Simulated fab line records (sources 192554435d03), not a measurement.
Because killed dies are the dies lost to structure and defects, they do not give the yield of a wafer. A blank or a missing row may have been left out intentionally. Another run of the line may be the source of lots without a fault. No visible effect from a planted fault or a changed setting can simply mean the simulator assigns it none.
A lot that was struck, set against a sound lot | flow n5 finfet | 14 out of 1938 route steps
Sound: these wafers, L788.2, L788.3, L788.4. Struck: wafers L786.1, L786.2, L786.4. At the end, the cause is stated.
For every step that has rows: the tool of each side, followed by ch and its chambers, followed by its first start. Under that, the readings that differ: sound wafers | struck wafers | difference of the means | sigmas: that difference in standard deviations of wafers without a fault.
alike: words and numbers the same on both sides, and readings whose means are apart by under 2 such deviations; not compared: readings that were withheld, readings missing a value for some wafer, numbers with overlapping values and no deviation given by the record, and bounds like >300 which may hide the same value.
The two part at a step that has a row with sigmas, a row that says differs or no value, or rows on one side only. Numbers that have no deviation but don't overlap get no sigmas and don't part them. A reading missing from all wafers of one side parts the sides only when that side holds two or more wafers.

N5_BEOL_M3_STRIP_66: strips in CF4.
  sound on rie diel-06 ch 0,1,3, day 10 03:12; struck on rie diel-02 ch 0,1,2, day 9 14:13
  alike: drypump motor current A, oes product au, rf vpp V, showerhead plenum p Torr, throttle valve pct
  not compared: rf hours counter h
N5_BEOL_M3_HM_OPEN_17: chemistry Cl2/BCl3, target TiN, target depth 20 nm, overetch 6 nm.
  sound on rie metal-01 ch 0,1, day 10 03:14; struck on rie metal-03 ch 0,1, day 9 14:15
  alike: drypump motor current A, oes product au, throttle valve pct
  not compared: rf hours counter h
N5_BEOL_M3_STRIP_19: strips in O2.
  sound on rie diel-02 ch 0,2,3, day 10 03:21; struck on rie diel-06 ch 0,1,3, day 9 14:22
  alike: drypump motor current A, oes product au, rf vpp V, showerhead plenum p Torr, throttle valve pct
  not compared: rf hours counter h
N5_BEOL_M3_CD_MEAS_18: pitch 36 nm, target cd 18 nm.
  sound on cd sem-01 at day 10 03:25; struck on cd sem-01 at day 9 14:26
  alike: cd nm
then, 8 steps without rows for these wafers: N5_BEOL_M3_COAT_67 (time 60 s, resist thk 60 nm); N5_BEOL_M3_COAT_68 (time 60 s, resist thk 12 nm); N5_BEOL_M3_COAT_76 (time 60 s, resist thk 5 nm); N5_BEOL_M3_COAT_22 (resist thk 30 nm); N5_BEOL_M3_EBR_24; N5_BEOL_M3_SOFTBAKE_23 (time 60 s); N5_BEOL_M3_EXPOSE_25 (exposes mask V2, defocus 5 nm); N5_BEOL_M3_PEB_26 (peb time 60 s).
N5_BEOL_M3_DEVELOP_27: develop time 30 s.
  sound on litho track-03 ch 0, day 10 03:49; struck on litho track-01, day 9 14:42
  no value came back on the struck wafers for chill plate temp C (C), develop time s (s); on the sound wafers chill plate temp C (C) reads 22.98 23.02 23.06
  reading                                      | sound          | struck       | difference | sigmas
  model.CAR-EUV_of_BEOL_M3_COAT_22.thk nm (nm) | 29.6 29.6 29.6 | 30 29.8 29.8 | +0         |
N5_BEOL_M3_CD_MEAS_28: target cd 25.7 nm, target cd y 23.3 nm.
  sound on cd sem-01 ch 0, day 10 03:52; struck on cd sem-03 ch 0, day 9 14:45
  reading    | sound             | struck | difference                    | sigmas
  cd nm (nm) | 25.60 25.63 25.61 | - - -  | no value on the struck wafers |

## WHERE THEY PART
At N5_BEOL_M3_DEVELOP_27 first; at N5_BEOL_M3_CD_MEAS_28 last (within this record only).

WHY: whatever the simulator had introduced
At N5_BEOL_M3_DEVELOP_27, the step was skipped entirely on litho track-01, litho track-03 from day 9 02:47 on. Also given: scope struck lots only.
